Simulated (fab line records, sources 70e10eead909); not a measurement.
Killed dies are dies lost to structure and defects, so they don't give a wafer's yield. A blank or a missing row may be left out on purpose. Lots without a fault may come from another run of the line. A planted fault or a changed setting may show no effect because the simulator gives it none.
Chamber matching | flow nand_harc | NHARC_P_BONDPAD_ETCH_37 on rie_diel-12: 4 sister chambers
The step etches the open film in N2/H2, target depth 60 nm, overetch 18 nm, time 65.91 s. 8 wafers are shown with their chamber, then 8 later ones without.

WAFERS WITH THEIR CHAMBER
wafer  | chamber | drypump_motor_current_A (A) | rf_vpp_V (V)
L695.5 | 2       | 5.6                         | 431.3
L703.6 | 2       | 5.6                         | 430.1
L704.1 | 1       | 5.8                         | 428.5
L704.5 | 0       | 5.2                         | 428.1
L704.6 | 1       | 5.8                         | 427.4
L706.1 | 0       | 5.3                         | 427.8
L706.6 | 3       | 5.4                         | 427.5
L707.1 | 3       | 5.4                         | 428.3

WAFERS WITHOUT THEIR CHAMBER
wafer  | drypump_motor_current_A (A) | rf_vpp_V (V)
L707.4 | 5.2                         | 425.7
L707.5 | 5.8                         | 428.8
L708.1 | 5.4                         | 428.6
L708.3 | 5.2                         | 427.2
L708.4 | 5.6                         | 431.1
L709.2 | 5.8                         | 427.9
L709.4 | 5.2                         | 427.3
L709.5 | 5.2                         | 427.4

WHICH CHAMBER EACH WENT THROUGH
wafer  | from the rows above | in truth
L707.4 | 0                   | 0
L707.5 | 1                   | 1
L708.1 | 3                   | 3
L708.3 | 0                   | 0
L708.4 | 2                   | 2
L709.2 | 1                   | 1
L709.4 | 0                   | 0
L709.5 | 0                   | 0
Placed correctly: 8 of 8. Can't be placed from these rows: 0. Placed wrongly: 0.
How it was worked out, from the rows above alone: a wafer's distance from a chamber is the root of the sum, over the readings, of the square of ((its reading less the chamber's mean) divided by the reading's scatter). The wafer belongs to the nearest chamber; if the next one is less than 2 further off, it can't be placed. A chamber's mean is the mean of its shown wafers. The scatter: the root of (the sum of the squares of (reading less its chamber's mean) over the shown wafers, divided by (wafers less chambers)).
